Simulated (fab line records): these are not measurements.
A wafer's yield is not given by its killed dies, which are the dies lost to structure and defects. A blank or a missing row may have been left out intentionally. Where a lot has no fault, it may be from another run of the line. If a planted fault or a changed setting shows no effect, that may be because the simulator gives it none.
Chamber matching    flow nandHarc    3 sister chambers for NHARC_A_STAIRCASE_DEP_471 on pecvd-03
The step deposits SiO2, target thk 100 nm. 6 wafers are shown with their chamber, then 9 later ones without.

== EACH WAFER AND ITS CHAMBER ==
wafer   chamber  throttleValvePct (%)  heaterPowerW (W)
L081.2  0        15.3                  431
L080.1  1        15.6                  487
L080.5  0        15.5                  403
L084.1  2        16.5                  452
L084.3  1        16.0                  549
L084.6  2        16.5                  456

== WAFERS WITHOUT THEIR CHAMBER ==
wafer   throttleValvePct (%)  heaterPowerW (W)
L091.1  16.1                  529
L091.2  15.9                  550
L091.3  14.9                  388
L096.2  16.0                  604
L096.3  16.4                  533
L096.4  16.0                  604
L095.3  15.0                  436
L095.5  16.1                  563
L095.6  15.1                  434

== WHICH CHAMBER EACH ONE RAN IN ==
wafer    from the rows above       in truth
L091.1   can't be placed: 1 or 2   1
L091.2   1                         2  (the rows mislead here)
L091.3   0                         0
L096.2   1                         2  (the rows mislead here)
L096.3   can't be placed: 2 or 1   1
L096.4   1                         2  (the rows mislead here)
L095.3   0                         0
L095.5   1                         1
L095.6   0                         0
Correct placement for 4 of the 9. From these rows, 2 cannot be placed; in 2 the true chamber is one of the candidates. 3 placed wrongly.
How it was worked out, from the rows above alone: a wafer's distance from a chamber is the root of the sum, over the readings, of the square of ((its reading less the chamber's mean) divided by the reading's scatter). The wafer belongs to the nearest chamber; if the next one is less than 2 further off, it can't be placed. For every chamber, the mean is computed from those of its wafers that are shown. The scatter: take each reading less its chamber's mean, square it, sum over the shown wafers, divide by the number of wafers less the number of chambers, and take the root.
